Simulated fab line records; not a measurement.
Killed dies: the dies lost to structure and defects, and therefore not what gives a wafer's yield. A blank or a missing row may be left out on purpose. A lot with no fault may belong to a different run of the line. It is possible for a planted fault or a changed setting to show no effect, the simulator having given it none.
Chamber matching | flow nand harc | pecvd-04 running NHARC_P_GATE_DEP_103: 3 sister chambers
The step deposits SiON, target thk 30 nm. 3 wafers are shown with their chamber, then 7 later ones without.

## EACH WAFER AND ITS CHAMBER
wafer  | chamber | heater power w (W)
L657.4 | 2       | 755
L674.2 | 0       | 720
L674.3 | 1       | 731

## WAFERS WITHOUT THEIR CHAMBER
wafer  | heater power w (W)
L674.6 | 722
L673.1 | 704
L673.2 | 720
L673.4 | 737
L676.3 | 637
L676.4 | 725
L676.6 | 631

## CHAMBER TAKEN BY EACH
wafer  | from the rows above          | in truth
L674.6 | can't be placed: 0 or 1 or 2 | 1
L673.1 | can't be placed: 0 or 1 or 2 | 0
L673.2 | can't be placed: 0 or 1 or 2 | 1
L673.4 | can't be placed: 1 or 0 or 2 | 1
L676.3 | can't be placed: 0 or 1 or 2 | 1
L676.4 | can't be placed: 0 or 1 or 2 | 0
L676.6 | can't be placed: 0 or 1 or 2 | 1
Correct placement for 0 of the 7. Can't be placed from these rows: 7 (the true chamber is among the candidates in 7). 0 placed wrongly.
How it was worked out, from the rows above alone: a wafer's distance from a chamber is the root of the sum, over the readings, of the square of ((its reading less the chamber's mean) divided by the reading's scatter). If the next closest chamber is less than 2 further off than the closest, the wafer can't be placed; otherwise it belongs to the closest. The mean given for a chamber averages the wafers shown for that chamber. The scatter (one wafer shown for each chamber): square how far every hidden wafer sits from the nearest shown wafer, average those squares and take the square root.
